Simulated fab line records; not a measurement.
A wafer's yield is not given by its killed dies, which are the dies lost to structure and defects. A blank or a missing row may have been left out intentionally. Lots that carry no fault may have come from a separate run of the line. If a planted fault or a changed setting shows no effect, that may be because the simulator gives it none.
Matching of chambers	flow n5 finfet	N5_BEOL_M14_STRIP_37 on rie diel-05 has 4 sister chambers
The step strips in O2. 8 wafers are shown with their chamber, then 7 later ones without.

== WAFERS, EACH WITH ITS CHAMBER ==
wafer	chamber	drypump motor current A (A)	throttle valve pct (%)
L683.5	3	5.88	16.46
L684.1	0	5.58	16.55
L685.6	0	5.56	16.53
L687.4	3	5.89	16.51
L687.6	2	6.12	16.80
L690.5	2	6.16	16.83
L690.6	1	5.81	16.17
L688.1	1	5.81	16.18

== WAFERS MISSING THEIR CHAMBER ==
wafer	drypump motor current A (A)	throttle valve pct (%)
L688.6	5.90	16.50
L697.2	5.61	16.62
L697.4	6.14	16.88
L697.5	5.93	16.53
L703.1	6.16	16.86
L703.4	5.91	16.54
L703.5	5.61	16.66

== WHICH CHAMBER EACH ONE RAN IN ==
wafer	from the rows above	in truth
L688.6	3	3
L697.2	0	0
L697.4	2	2
L697.5	3	3
L703.1	2	2
L703.4	3	3
L703.5	0	0
Correct placement for 7 of the 7. Not placeable from these rows: 0. Wrongly placed: 0.
How it was worked out, from the rows above alone: a wafer's distance from a chamber is the root of the sum, over the readings, of the square of ((its reading less the chamber's mean) divided by the reading's scatter). If the next closest chamber is less than 2 further off than the closest, the wafer can't be placed; otherwise it belongs to the closest. The mean given for a chamber averages the wafers shown for that chamber. The scatter: take each reading less its chamber's mean, square it, sum over the shown wafers, divide by the number of wafers less the number of chambers, and take the root.
